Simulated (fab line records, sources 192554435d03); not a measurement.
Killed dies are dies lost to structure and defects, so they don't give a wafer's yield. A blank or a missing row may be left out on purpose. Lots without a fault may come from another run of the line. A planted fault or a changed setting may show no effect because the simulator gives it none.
Which tool did it? | flow n5_finfet | 9 lots, 27 wafers sampled, at 5 steps of a route of 1938

WHAT THE GAUGES READ, wafer by wafer
N5_BEOL_M4_RC_MEAS_101. Usual: DIBL_N 36.3 mV/V, standard deviation 1.6; DIBL_P 36.4 mV/V, standard deviation 2.1; IOFF_N 0.16 nA/um, standard deviation 0.032; IOFF_P 0.22 nA/um, standard deviation 0.044; ION_N 675 uA/um, standard deviation 12; ION_P 463 uA/um, standard deviation 8.3; SS_N 71.6 mV/dec, standard deviation 0.64; SS_P 73.3 mV/dec, standard deviation 0.67; VT_N 250 mV, standard deviation 3.3; VT_P -250 mV, standard deviation 3.7.
lot  | measured     | on        | DIBL_N (mV/V)  | DIBL_P (mV/V)  | IOFF_N (nA/um) | IOFF_P (nA/um) | ION_N (uA/um) | ION_P (uA/um) | SS_N (mV/dec)  | SS_P (mV/dec)  | VT_N (mV)   | VT_P (mV)      | flag
L147 | day 10 05:23 | prober-01 | 33.9 35.8 33.8 | 34.4 36.6 33.3 | 0.12 0.16 0.12 | 0.18 0.21 0.17 | 664 683 663   | 454 466 460   | 70.7 71.1 71.6 | 72.0 72.7 72.3 | 254 250 252 | -252 -253 -254 |
L149 | day 9 17:16  | prober-01 | 37.6 35.8 35.0 | 38.7 35.3 35.0 | 0.17 0.13 0.12 | 0.21 0.16 0.16 | 675 672 666   | 462 452 455   | 72.0 71.6 70.9 | 73.9 72.1 72.7 | 248 252 252 | -250 -256 -255 |
L148 | day 10 11:23 | prober-01 | 33.7 33.8 35.0 | 33.5 33.5 35.4 | 0.13 0.12 0.15 | 0.19 0.19 0.22 | 671 659 664   | 471 464 463   | 71.2 71.0 71.5 | 72.6 73.0 72.8 | 252 254 250 | -249 -249 -251 |
L155 | day 11 14:42 | prober-01 | 38.7 38.2 37.8 | 39.0 39.1 37.9 | 0.20 0.18 0.18 | 0.32 0.32 0.31 | 664 683 686   | 472 477 484   | 73.3 71.7 72.3 | 73.9 73.5 73.8 | 248 249 247 | -242 -244 -240 |
L156 | day 11 17:00 | prober-02 | 35.4 37.9 36.7 | 35.7 38.7 37.3 | 0.15 0.21 0.18 | 0.18 0.23 0.20 | 665 697 674   | 457 468 454   | 71.2 71.7 71.2 | 72.8 74.1 73.0 | 251 246 249 | -254 -250 -251 |
L159 | day 12 15:33 | prober-01 | 37.1 36.7 35.6 | 37.6 35.7 34.2 | 0.17 0.15 0.13 | 0.23 0.19 0.18 | 692 681 670   | 464 456 453   | 72.2 71.4 71.1 | 73.9 72.4 72.9 | 248 250 251 | -250 -252 -253 |
L163 | day 13 21:56 | prober-02 | 36.4 34.7 35.0 | 36.7 33.9 33.9 | 0.16 0.13 0.14 | 0.23 0.19 0.20 | 685 669 676   | 475 460 463   | 71.0 70.9 71.5 | 73.9 72.7 72.5 | 249 251 251 | -249 -249 -248 |
L168 | day 15 14:51 | prober-02 | 35.6 34.9 36.8 | 35.1 34.2 35.7 | 0.12 0.12 0.14 | 0.18 0.17 0.19 | 648 672 667   | 450 464 461   | 71.4 70.7 70.9 | 73.4 73.2 72.4 | 255 254 252 | -253 -251 -253 |
L170 | day 16 21:25 | prober-01 | 35.7 37.1 35.8 | 34.9 36.6 35.0 | 0.15 0.17 0.15 | 0.21 0.23 0.21 | 665 670 680   | 459 462 463   | 71.9 72.6 72.4 | 72.9 73.0 72.9 | 250 248 253 | -250 -248 -251 |

WHICH TOOL RAN EACH LOT (tool, then ch and the chambers of the sampled wafers, then the start)
lot  | N5_BEOL_M2_ETCH_77                 | N5_BEOL_M2_ALD_98                 | N5_BEOL_M2_ETCH_70                 | N5_BEOL_M2_STRIP_97
L147 | rie_diel-06 ch 0,2,3, day 7 13:44  | ald_sin-01 ch 0,1,2, day 7 14:04  | rie_diel-02 ch 0,2,3, day 8 01:35  | rie_diel-02 ch 0,2,3, day 10 05:23 or earlier
L149 | rie_diel-02 ch 0,1, day 7 14:06    | ald_sin-01 ch 1,2, day 7 14:37    | rie_diel-03 ch 1,2,3, day 8 01:35  | rie_diel-03 ch 1,2,3, day 9 17:16 or earlier
L148 | rie_diel-06 ch 0,2, day 7 16:58    | ald_sin-03 ch 0,1, day 7 17:03    | rie_diel-06 ch 1,3, day 8 06:36    | rie_diel-06 ch 1,3, day 10 11:23 or earlier
L155 | rie_diel-06 ch 0,3, day 9 01:49    | ald_sin-04 ch 0,2, day 9 02:05    | rie_diel-03 ch 0,1, day 9 07:10    | rie_diel-03 ch 0,1, day 11 14:42 or earlier
L156 | rie_diel-02 ch 2,3, day 9 05:36    | ald_sin-01 ch 0,1,2, day 9 05:42  | rie_diel-02 ch 0,1,2, day 9 07:39  | rie_diel-02 ch 0,1,2, day 11 17:00 or earlier
L159 | rie_diel-02 ch 0,1,2, day 9 23:04  | ald_sin-01 ch 0,2,3, day 9 23:10  | rie_diel-02 ch 1,3, day 10 20:04   | rie_diel-02 ch 1,3, day 12 15:33 or earlier
L163 | rie_diel-02 ch 0,2,3, day 11 13:21 | ald_sin-03 ch 1,2,3, day 11 13:41 | rie_diel-03 ch 0,2, day 11 18:05   | rie_diel-03 ch 0,2, day 13 21:56 or earlier
L168 | rie_diel-03 ch 0,1,3, day 12 12:35 | ald_sin-04 ch 0,2,3, day 12 12:47 | rie_diel-03 ch 1,2,3, day 12 18:57 | rie_diel-03 ch 1,2,3, day 15 14:51 or earlier
L170 | rie_diel-06 ch 1,2, day 12 16:41   | ald_sin-04 ch 0,3, day 12 16:55   | rie_diel-03 ch 0,2,3, day 13 11:39 | rie_diel-03 ch 0,2,3, day 16 21:25 or earlier
- N5_BEOL_M2_ETCH_77: etches underlayer in N2/H2, target depth 6.5 nm, time 5.2 s.
- N5_BEOL_M2_ALD_98: deposits SiO2, target thk 2.5 nm, pulse time 1 s, co reactant pulse time 1 s.
- N5_BEOL_M2_ETCH_70: etches SOC in N2/H2, target depth 80 nm, overetch 24 nm, time 130 s.
- N5_BEOL_M2_STRIP_97: strips in N2/H2, time 10 s.

WHAT THE TOOLS THEMSELVES READ (means of the sampled wafers that have a number; where no wafer has one, the mark that the record gives instead)
N5_BEOL_M2_ETCH_77. Usual: drypump_motor_current_A 5.9 A, standard deviation 0.49; etch_rf_on_time_s 5.19 s, standard deviation 0.13; oes_product_au 0.64 a.u., standard deviation 0.082; rf_vpp_V 524.2 V, standard deviation 3; showerhead_plenum_p_Torr 2.56 Torr, standard deviation 0.098; throttle_valve_pct 17.9 %, standard deviation 0.35.
lot  | tool        | drypump_motor_current_A (A) | etch_rf_on_time_s (s) | oes_product_au (a.u.) | rf_vpp_V (V) | showerhead_plenum_p_Torr (Torr) | throttle_valve_pct (%) | flag
L147 | rie_diel-06 | 6.3                         | 5.21                  | 0.61                  | 525.5        | 2.63                            | 18.0                   |
L149 | rie_diel-02 | 5.9                         | 5.09                  | 0.77                  | 526.1        | 2.65                            | 17.5                   |
L148 | rie_diel-06 | 6.1                         | 5.26                  | 0.60                  | 525.4        | 2.63                            | 18.1                   |
L155 | rie_diel-06 | 6.2                         | 5.23                  | 0.61                  | 525.9        | 2.63                            | 18.0                   |
L156 | rie_diel-02 | 5.9                         | 5.15                  | 0.61                  | 521.7        | 2.45                            | 17.8                   |
L159 | rie_diel-02 | 5.6                         | 5.23                  | 0.65                  | 525.3        | 2.57                            | 17.8                   |
L163 | rie_diel-02 | 5.9                         | 5.08                  | 0.73                  | 523.9        | 2.53                            | 17.5                   |
L168 | rie_diel-03 | 5.6                         | 5.10                  | 0.75                  | 526.9        | 2.61                            | 17.8                   |
L170 | rie_diel-06 | 5.5                         | 5.22                  | 0.57                  | 525.9        | 2.61                            | 17.9                   |

N5_BEOL_M2_ALD_98. Usual: heater_power_w 80 W, standard deviation 7.5; precursor_pulse_height_rel 0.999, standard deviation 0.02.
lot  | tool       | heater_power_w (W) | precursor_pulse_height_rel | flag
L147 | ald_sin-01 | 83                 | 1.004                      |
L149 | ald_sin-01 | 87                 | 0.975                      |
L148 | ald_sin-03 | 73                 | 1.021                      |
L155 | ald_sin-04 | 82                 | 1.014                      |
L156 | ald_sin-01 | 83                 | 0.991                      |
L159 | ald_sin-01 | 77                 | 1.000                      |
L163 | ald_sin-03 | 81                 | 1.015                      |
L168 | ald_sin-04 | 75                 | 1.006                      |
L170 | ald_sin-04 | 70                 | 0.998                      |

N5_BEOL_M2_ETCH_70. Usual: drypump_motor_current_A 5.8 A, standard deviation 0.49; oes_product_au 0.56 a.u., standard deviation 0.063; rf_vpp_V 524 V, standard deviation 3.1; showerhead_plenum_p_Torr 2.54 Torr, standard deviation 0.11; throttle_valve_pct 17.8 %, standard deviation 0.38.
lot  | tool        | drypump_motor_current_A (A) | oes_product_au (a.u.) | rf_vpp_V (V) | showerhead_plenum_p_Torr (Torr) | throttle_valve_pct (%) | flag
L147 | rie_diel-02 | 5.9                         | 0.58                  | 524          | 2.55                            | 17.5                   |
L149 | rie_diel-03 | 5.9                         | 0.54                  | 522          | 2.49                            | 18.0                   |
L148 | rie_diel-06 | 6.3                         | 0.52                  | 526          | 2.62                            | 17.8                   |
L155 | rie_diel-03 | 5.6                         | 0.60                  | 525          | 2.60                            | 18.1                   |
L156 | rie_diel-02 | 5.6                         | 0.57                  | 524          | 2.57                            | 17.8                   |
L159 | rie_diel-02 | 6.1                         | 0.53                  | 521          | 2.46                            | 17.8                   |
L163 | rie_diel-03 | 5.2                         | 0.61                  | 522          | 2.46                            | 17.5                   |
L168 | rie_diel-03 | 5.9                         | 0.60                  | 525          | 2.58                            | 17.9                   |
L170 | rie_diel-03 | 5.5                         | 0.61                  | 524          | 2.53                            | 17.5                   |

N5_BEOL_M2_STRIP_97. Usual: drypump_motor_current_A 5.8 A, standard deviation 0.49; oes_product_au 0.76 a.u., standard deviation 0.092; rf_vpp_V 59.0 V, standard deviation 0.86; showerhead_plenum_p_Torr 2.54 Torr, standard deviation 0.11; throttle_valve_pct 23.6 %, standard deviation 0.44.
lot  | tool        | drypump_motor_current_A (A) | oes_product_au (a.u.) | rf_vpp_V (V) | showerhead_plenum_p_Torr (Torr) | throttle_valve_pct (%) | flag
L147 | rie_diel-02 | 5.8                         | 0.79                  | 59.5         | 2.54                            | 23.3                   |
L149 | rie_diel-03 | 5.9                         | 0.73                  | 58.1         | 2.49                            | 23.8                   |
L148 | rie_diel-06 | 6.3                         | 0.71                  | 59.7         | 2.62                            | 23.6                   |
L155 | rie_diel-03 | 5.6                         | 0.83                  | 59.2         | 2.59                            | 24.0                   |
L156 | rie_diel-02 | 5.6                         | 0.77                  | 59.8         | 2.57                            | 23.5                   |
L159 | rie_diel-02 | 6.0                         | 0.71                  | 59.1         | 2.45                            | 23.6                   |
L163 | rie_diel-03 | 5.1                         | 0.83                  | 58.4         | 2.46                            | 23.3                   |
L168 | rie_diel-03 | 5.9                         | 0.81                  | 58.9         | 2.58                            | 23.7                   |
L170 | rie_diel-03 | 5.5                         | 0.84                  | 58.4         | 2.53                            | 23.3                   |

THE ANSWER, worked out from the rows above alone
Rule: a lot is off if the mean of its wafers that have a number lies more than 3 standard deviations from the usual mean. A lot without any number at a reading at which 4 lots or more have one is off too. The other lots that the step has rows for count as sound. The gauges are gone through in route order, then the tools' own readings, and for those a lot's mean is taken as printed above. The first step at which some lot is off is used, and at that step the reading that is off furthest; a lot without a number counts as furthest.
No lot is off at any reading shown: from this, nothing can be told.

WHAT THE SIMULATOR HAD PUT IN
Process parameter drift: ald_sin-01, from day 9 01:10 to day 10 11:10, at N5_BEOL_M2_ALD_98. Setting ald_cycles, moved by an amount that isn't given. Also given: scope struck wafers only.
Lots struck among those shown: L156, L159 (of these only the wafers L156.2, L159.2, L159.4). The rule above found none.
